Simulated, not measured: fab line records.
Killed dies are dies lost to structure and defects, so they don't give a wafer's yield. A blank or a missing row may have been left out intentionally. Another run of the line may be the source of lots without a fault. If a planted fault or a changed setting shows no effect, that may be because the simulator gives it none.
The tool behind it: which one? -- flow nand-harc -- 33 wafers from 11 lots sampled at 2 of the route's 1159 steps

== WHAT THE GAUGES SHOWED, per wafer ==
NHARC_P_BONDPAD_CD_MEAS_09: target cd 500 nm.
lot,measured,on,cd-nm (nm)
L075,day 6 18:35,cd-sem-03,501.4 499.9 500.0
L078,day 7 18:17,cd-sem-02,500.5 501.5 499.6
L080,day 8 04:58,cd-sem-01,503.6 501.1 501.2
L082,day 8 16:03,cd-sem-01,499.6 499.4 500.5
L084,day 8 21:59,cd-sem-02,499.9 500.4 501.6
L085,day 9 13:25,cd-sem-02,498.4 499.8 500.3
L086,day 10 00:05,cd-sem-02,502.1 501.7 503.6
L089,day 10 11:49,cd-sem-02,500.9 500.3 499.0
L092,day 10 19:42,cd-sem-01,502.3 501.1 501.7
L094,day 11 08:41,cd-sem-02,500.8 501.9 499.7
L097,day 11 18:10,cd-sem-02,500.9 502.2 501.6

== WHAT TOOL EACH LOT RAN ON (gives the tool, then ch and the chambers of the sampled wafers, and finally the start) ==
lot,NHARC_P_M2_ETCH_35
L075,"rie-diel-07 ch 1,2,3, day 6 14:26"
L078,"rie-diel-07 ch 0,1,2, day 7 13:17"
L080,"rie-diel-01 ch 0,2, day 8 00:40"
L082,"rie-diel-07 ch 0,1,2, day 8 11:55"
L084,"rie-diel-04 ch 0,1,3, day 8 16:56"
L085,"rie-diel-04 ch 0,1,3, day 9 09:10"
L086,"rie-diel-04 ch 0,2,3, day 9 19:36"
L089,"rie-diel-01 ch 0,1,2, day 10 07:27"
L092,"rie-diel-01 ch 1,2,3, day 10 15:33"
L094,"rie-diel-07 ch 1,3, day 11 03:54"
L097,"rie-diel-07 ch 1,2,3, day 11 13:52"
- NHARC_P_M2_ETCH_35: etches the open film in N2/H2, target depth 40 nm, overetch 12 nm, time 43.94 s.

== THE ANSWER, worked out from the rows above alone ==
Rule: usual is defined by the lots themselves. Put in order of their means at a reading, lots are off if they are a third of the lots or fewer, leave a main group of 4 or more, and stand apart from it by a gap of 3 or more times the standard deviation of the main group's means; of several such gaps the widest counts. A main group is skipped when, at the precision printed for the reading in the tables above, its means are all equal. A lot without any number at a reading at which 4 lots or more have one is off too. All remaining lots with rows at the step are treated as sound.
Across all readings shown, no lot is off: no conclusion can be drawn from this.

== WHAT WAS PUT IN BY THE SIMULATOR ==
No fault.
